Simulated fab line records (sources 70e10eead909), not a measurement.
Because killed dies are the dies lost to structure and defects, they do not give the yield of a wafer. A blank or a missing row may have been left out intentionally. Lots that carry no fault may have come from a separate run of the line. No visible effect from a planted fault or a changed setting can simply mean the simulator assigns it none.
Comparing a struck lot with a sound one | flow nand harc | 18 out of 1159 route steps
Sound: the wafers L781.2, L781.3, L781.5. Struck: wafer L797.1 (left out: L797.4, a lot-mate that was not struck); the cause follows at the end.
Per side, at each step with rows, come the tool, then ch with its chambers, and then its first start. Under that, the readings that differ: sound wafers | struck wafers | difference of the means | sigmas: that difference in standard deviations of wafers without a fault.
alike: a reading whose means differ by less than 2 such deviations, as well as words and numbers matching on both sides. not compared: withheld readings; readings where some wafer has no value; bounds like >300 that might hide an equal value; numbers whose values overlap and for which the record gives no deviation.
The two part at a step that has a row with sigmas, a row that says differs or no value, or rows on one side only. Non-overlapping numbers with no deviation appear without sigmas and do not part them. Lack of a reading on every wafer of one side parts them only where that side has two or more wafers.

first, 1 step without rows for these wafers: NHARC_A_CONTACT_SRD_22.
NHARC_A_CONTACT_INSPECT_23:
  struck on defect inspect-02, day 21 07:07; sound on defect inspect-02, day 17 13:40
  alike: raw defect count
then, 9 steps without rows for these wafers: NHARC_A_BLC_DEHYDRATE_00 (time 120 s); NHARC_A_BLC_HMDS_01 (time 30 s); NHARC_A_BLC_COAT_02 (time 75 s); NHARC_A_BLC_COAT_03 (time 65 s); NHARC_A_BLC_COAT_04 (resist thk 90 nm); NHARC_A_BLC_SOFTBAKE_05 (time 55 s); NHARC_A_BLC_EBR_06; NHARC_A_BLC_EXPOSE_07 (exposes mask A BLC, target cd 100 nm); NHARC_A_BLC_PEB_08 (peb time 65 s).
NHARC_A_BLC_DEVELOP_09: develop time 35 s.
  sound on litho track-04 ch 0, day 17 14:00; struck on litho track-01 ch 0, day 21 07:00
  alike: resist line temp C
NHARC_A_BLC_CD_MEAS_10 targets a cd of 100 nm.
  sound on cd sem-01 ch 0, day 17 14:11; struck on cd sem-01 ch 0, day 21 07:38
  reading    | sound             | struck | difference | sigmas
  cd nm (nm) | 101.1 101.1 100.0 | 97.3   | -3.4       | -7
NHARC_A_BLC_OVL_MEAS_11:
  struck on overlay-02, day 21 07:43; sound on overlay-01, day 17 14:17
  alike: overlay x nm, overlay y nm
NHARC_A_BLC_INSPECT_12:
  struck on defect inspect-02, day 21 07:45; sound on defect inspect-01, day 17 14:19
  alike: raw defect count
NHARC_A_BLC_DESCUM_15: chemistry O2, time 3 s.
  sound on rie diel-02 ch 0,1,3, day 17 14:23; struck on rie diel-02 ch 0, day 21 07:49
  reading                | sound             | struck | difference | sigmas
  model.A_BLC.cd nm (nm) | 101.2 101.4 100.2 | 97.7   | -3.2       |
  alike: drypump motor current A, oes product au, rf vpp V, showerhead plenum p Torr, throttle valve pct
  not compared: rf hours counter h
NHARC_A_BLC_ETCH_16: etches the open film in CF4, target depth 39 nm, time 65 s.
  sound on rie diel-02 ch 2,3, day 17 14:32; struck on rie diel-02 ch 1, day 21 07:54
  reading                     | sound                | struck | difference | sigmas
  drypump motor current A (A) | 5.67 6.01 5.69       | 6.40   | +0.61      | +2
  rf fwd power W (W)          | 298.2 297.2 297.5    | 293.5  | -4.1       | -3
  throttle valve pct (%)      | 13.295 13.287 13.288 | 13.270 | -0.020     | -2
  model.A_BLC.cd nm (nm)      | 101.3 101.3 100.4    | 97.96  | -3.04      |
  alike: oes product au, rf vpp V, showerhead plenum p Torr
  not compared: rf hours counter h
NHARC_A_BLC_ETCH_17: etches the open film in N2/H2, target depth 390 nm, time 609.38 s.
  sound on rie diel-02 ch 1,2,3; struck on rie diel-02 ch 2
  alike: drypump motor current A, n2 flow sccm, oes product au, rf fwd power W, rf vpp V, showerhead plenum p Torr, throttle valve pct
  not compared: rf hours counter h

## WHERE THEY PART
First at NHARC_A_BLC_CD_MEAS_10; last, within this record, at NHARC_A_BLC_ETCH_16. Later steps at which nothing parts them and some readings are alike: NHARC_A_BLC_ETCH_17.

WHY: what had been put in by the simulator
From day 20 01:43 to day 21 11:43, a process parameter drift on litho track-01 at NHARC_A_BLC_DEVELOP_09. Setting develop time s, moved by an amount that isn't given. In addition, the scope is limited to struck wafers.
